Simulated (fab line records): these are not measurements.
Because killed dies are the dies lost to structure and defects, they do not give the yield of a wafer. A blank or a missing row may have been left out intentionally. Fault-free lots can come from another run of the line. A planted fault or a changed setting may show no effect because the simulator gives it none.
Struck lot and sound lot, side by side ; flow n5Finfet ; 16 steps out of a route of 1938
Sound: these wafers, L316.1, L316.3, L316.6. Wafers struck: L322.3, L322.5, L322.6. The cause is named last.
For every step that has rows: the tool of each side, followed by ch and its chambers, followed by its first start. Under that, the readings that differ: sound wafers ; struck wafers ; difference of the means ; sigmas: that difference in standard deviations of wafers without a fault.
alike: readings with means less than 2 such deviations apart, plus words and numbers identical on both sides. not compared: withheld readings, readings lacking a value on some wafer, bounds such as >300 that could conceal the same value, and numbers that have no deviation in the record and whose values overlap.
Wherever a step has rows on one side only, a row that says differs or no value, or a row with sigmas, the two part there. Numbers that don't overlap but have no deviation are shown without sigmas and don't part them. Lack of a reading on every wafer of one side parts them only where that side has two or more wafers.

first, 4 steps without rows for these wafers: N5_HKMG_FIN_STRIP_89 (strips SOC in N2/H2, time 20 s); N5_HKMG_FIN_WET_ETCH_87 (etches TiN in SC1, time 154.2 s, target depth 4.7 nm, rinse time 30 s); N5_HKMG_FIN_STRIP_88 (strips in N2/H2, time 360 s); N5_HKMG_FIN_NWFM_ALD_20 (deposits TiAlC, target thk 2 nm, pulse time 3 s, purge time 2 s).
N5_HKMG_FIN_ALD_71: deposits TiN, target thk 1 nm, pulse time 1 s, purge time 3 s.
  sound on aldMetal-02 ch 2,3, day 4 16:12; struck on aldMetal-04 ch 2,3, day 5 23:18
  alike: chamberPressureTorr, heaterPowerOuterW, heaterPowerW, precursorPulseHeightRel
then, 1 step without rows for these wafers: N5_HKMG_FIN_COAT_66 (time 60 s, resist thk 300 nm).
N5_HKMG_FIN_ETCH_67: etches SOC in N2/H2, stops on TiN, target depth 388.9 nm.
  sound on rieDiel-05 ch 0,2,3, day 4 16:32; struck on rieDiel-05 ch 2,3, day 5 23:38
  alike: drypumpMotorCurrentA, oesProductAu, rfVppV, showerheadPlenumPTorr, throttleValvePct
  not compared: rfHoursCounterH
then, 2 steps without rows for these wafers: N5_HKMG_FIN_STRIP_90 (strips SOC in N2/H2, time 20 s); N5_HKMG_FIN_WET_ETCH_73 (etches the open film in SC1, time 42.3 s, target depth 1.3 nm, rinse time 30 s).
N5_HKMG_FIN_ETCHBACK_68: etches the open film in Cl2/Ar, stops on HfO2, target depth 0.5 nm.
  sound on rieMetal-01 ch 0,1, day 4 16:46; struck on rieMetal-02 ch 0,1, day 5 23:56
  alike: drypumpMotorCurrentA, heBacksideLeakSccm, oesProductAu, throttleValvePct
  not compared: rfHoursCounterH
N5_HKMG_FIN_STRIP_69: strips in N2/H2, time 360 s.
  sound on plasmaAsher-02 ch 0, day 4 16:56; struck on plasmaAsher-02 ch 0,1, day 6 00:09
  alike: drypumpMotorCurrentA, heaterPowerW
  not compared: rfHoursCounterH
then, 1 step without rows for these wafers: N5_HKMG_FIN_ALD_21 (deposits TiN, target thk 1.5 nm, pulse time 1 s, purge time 3 s).
N5_HKMG_FIN_ALD_72: deposits W, target thk 2 nm, pulse time 1 s, purge time 2 s.
  sound on cvdW-02 ch 1, day 4 17:41; struck on cvdW-01 ch 0,1, day 6 00:48
  no value came back on the struck wafers for any of 5 readings (aldCycles, chamberPressureTorr (Torr) and others); on the sound wafers aldCycles reads 7 7 7
N5_HKMG_FIN_W_FILL_22: material W, target thk 60 nm, time 18.2 s.
  sound on cvdW-02 ch 1, day 4 17:45; struck on cvdW-01 ch 0,1, day 6 00:51
  alike: heaterPowerOuterW, heaterPowerW, throttleValvePct
N5_BEOL_M4_RC_MEAS_101:
  the record has rows for the sound wafers here (prober-01 ch 0, day 9 18:02) and none for the struck ones
-- here the record skips 11 days between the struck wafers' starts before and after, leaving off in module BEOL_M4 and picking up in module PASSIVATION (first step shown: number 1936 of the route) --
N5_PASSIVATION_PROBE_49:
  struck on prober-01, day 17 04:38; sound on prober-02, day 14 01:40
reading;sound;struck;difference;sigmas
defectLimitedYield (%);91.9 91.8 90.2;0 0 0;-91;-76
killedAtFrontEnd;25 37 46;1118 1117 1121;+1083;+99 or more
killedAtOther;11 8 14;4 0 0;-10;-3
killedDies;96 97 116;1180 1180 1180;+1077;+72
killedOnRim;14 10 17;152 152 152;+138;+38
sort_bin_5_function (%);5.1 5.2 5.7;95.5 96.3 97.6;+91.1;+99 or more
sortNPass;1084 1083 1064;0 0 0;-1077;-72
sortYieldPct (%);91.9 91.8 90.2;0 0 0;-91;-76
  alike: killed_at_M0_to_M3, killed_at_M4_up, killedAtContacts, killedOpen, killedShort, sort_bin_6_memory

== WHERE THEY PART ==
At N5_HKMG_FIN_ALD_72 first; at N5_PASSIVATION_PROBE_49 last (within this record only).

WHY: what the simulator had put in
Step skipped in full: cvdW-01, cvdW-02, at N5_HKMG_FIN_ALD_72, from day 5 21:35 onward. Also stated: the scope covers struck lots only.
